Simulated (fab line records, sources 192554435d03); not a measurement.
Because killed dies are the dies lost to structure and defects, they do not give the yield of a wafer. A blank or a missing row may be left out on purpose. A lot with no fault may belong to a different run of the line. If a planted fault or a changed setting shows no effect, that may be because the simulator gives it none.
The same fault as seen by 2 desks + flow n5_finfet + numbers are kept per desk, each desk with only its own; the story behind them comes last

== DESK OF THE TOOL OWNER: rtp_anneal-02 ==
Per lot that ran on this tool, the mean of the sampled wafers carrying a number, from the tool's own readings at N5_WELL_APT_RTA_34 (time 10 s). Marked OUT: a lot whose mean sits more than 4 standard deviations from the usual mean, which makes it out of limits; the brackets give that distance. Of its 9 readings 7 are shown: the one that was out of limits first, and those that lie furthest out on some lot.
Columns: A = lamp_power_pct at N5_WELL_APT_RTA_34, usual 13.01 %; B = lamp_zone_1_pct at N5_WELL_APT_RTA_34, usual 12.993 %; C = lamp_zone_2_pct at N5_WELL_APT_RTA_34, usual 12.994 %; D = lamp_zone_3_pct at N5_WELL_APT_RTA_34, usual 12.997 %; E = lamp_zone_4_pct at N5_WELL_APT_RTA_34, usual 12.994 %; F = lamp_zone_6_pct at N5_WELL_APT_RTA_34, usual 12.919 %; G = lamp_zone_7_pct at N5_WELL_APT_RTA_34, usual 13.421 %
| lot  | first seen here | A               | B                | C                | D                | E                | F                | G                |
|------|-----------------|-----------------|------------------|------------------|------------------|------------------|------------------|------------------|
| L412 | day 2 04:12     | 13.02           | 13.005           | 13.014           | 13.013           | 12.978           | 12.922           | 13.382           |
| L416 | day 3 05:43     | 13.01           | 12.998           | 12.993           | 13.012           | 12.996           | 12.917           | 13.418           |
| L418 | day 3 17:44     | 13.03           | 12.977           | 13.002           | 12.992           | 12.990           | 12.891           | 13.432           |
| L419 | day 3 22:05     | 13.01           | 12.997           | 12.967           | 12.990           | 12.985           | 12.933           | 13.453           |
| L426 | day 5 15:52     | 11.76 (-23) OUT | 11.685 (-50) OUT | 11.690 (-47) OUT | 11.686 (-50) OUT | 11.689 (-47) OUT | 11.595 (-46) OUT | 12.114 (-45) OUT |
| L427 | day 5 22:07     | 11.72 (-23) OUT | 11.705 (-50) OUT | 11.695 (-46) OUT | 11.706 (-50) OUT | 11.710 (-46) OUT | 11.630 (-44) OUT | 12.081 (-46) OUT |
This desk's verdict: out of limits on L426, L427, starting with L426 at day 5 15:52 (lamp_power_pct at N5_WELL_APT_RTA_34). L412, L416, L418, L419 stayed within limits.

== METROLOGY DESK ==
What the gauges read, lot by lot, whatever tool the lot ran on: means of the sampled wafers that have a number. Marked OUT: a lot whose mean sits more than 4 standard deviations from the usual mean, which makes it out of limits; the brackets give that distance. Of its 13 readings 7 are shown: the one that was out of limits first, and those that lie furthest out on some lot.
Columns: A = PWELL_OVL at N5_WELL_APT_OVL_MEAS_26, usual -2 nm; B = DIBL_N at N5_BEOL_M4_RC_MEAS_101, usual 36.0 mV/V; C = DIBL_P at N5_BEOL_M4_RC_MEAS_101, usual 35.9 mV/V; D = IOFF_N at N5_BEOL_M4_RC_MEAS_101, usual 0.16 nA/um; E = IOFF_N_LONG at N5_BEOL_M4_RC_MEAS_101, usual 5.5e-05 nA/um; F = VT_N at N5_BEOL_M4_RC_MEAS_101, usual 250 mV; G = VT_P at N5_BEOL_M4_RC_MEAS_101, usual -251 mV
| lot  | first seen here | A  | B    | C    | D    | E                  | F   | G    |
|------|-----------------|----|------|------|------|--------------------|-----|------|
| L412 | day 2 01:54     | 4  | 34.7 | 36.0 | 0.15 | 5.3e-05            | 251 | -253 |
| L416 | day 3 01:43     | -5 | 40.7 | 39.7 | 0.22 | 5.3e-05            | 247 | -249 |
| L418 | day 3 13:43     | -3 | 37.3 | 37.0 | 0.17 | 5.2e-05            | 250 | -254 |
| L419 | day 3 19:41     | 9  | 36.3 | 35.0 | 0.14 | 4.9e-05            | 256 | -256 |
| L426 | day 5 13:47     | -3 | 35.7 | 37.0 | 0.17 | 7.1e-05 (+5.6) OUT | 247 | -248 |
| L427 | day 5 19:46     | -5 | 37.0 | 37.8 | 0.18 | 6.8e-05 (+4.7) OUT | 246 | -250 |
| L431 | day 6 19:41     | 1  | 34.2 | 33.8 | 0.14 | 5.5e-05            | 252 | -248 |
| L432 | day 7 03:01     | -8 | 36.0 | 38.0 | 0.19 | 5.7e-05            | 245 | -251 |
| L433 | day 7 07:43     | -6 | 35.8 | 37.2 | 0.18 | 5.7e-05            | 245 | -246 |
Finding of this desk: L426, L427 out of limits, first seen on L426 at day 11 22:24 (IOFF_N_LONG at N5_BEOL_M4_RC_MEAS_101). L412, L416, L418, L419, L431, L432, L433 stayed within limits.

== PUT TOGETHER ==
The tool owner's desk could have raised an alarm at day 5 15:52, on L426, L427.
On L426, L427, the metrology desk was in a position to raise an alarm at day 11 22:24.
All the named lots went through N5_WELL_APT_RTA_34 on rtp_anneal-02.

== WHAT THE SIMULATOR HAD INSERTED ==
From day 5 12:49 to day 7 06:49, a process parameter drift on rtp_anneal-02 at N5_WELL_APT_RTA_34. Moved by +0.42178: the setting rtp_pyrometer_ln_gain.
Lots struck among those shown: L426, L427.
Fault start to first reading out of limits, in hours, per desk: tool owner, 3; metrology, 154.
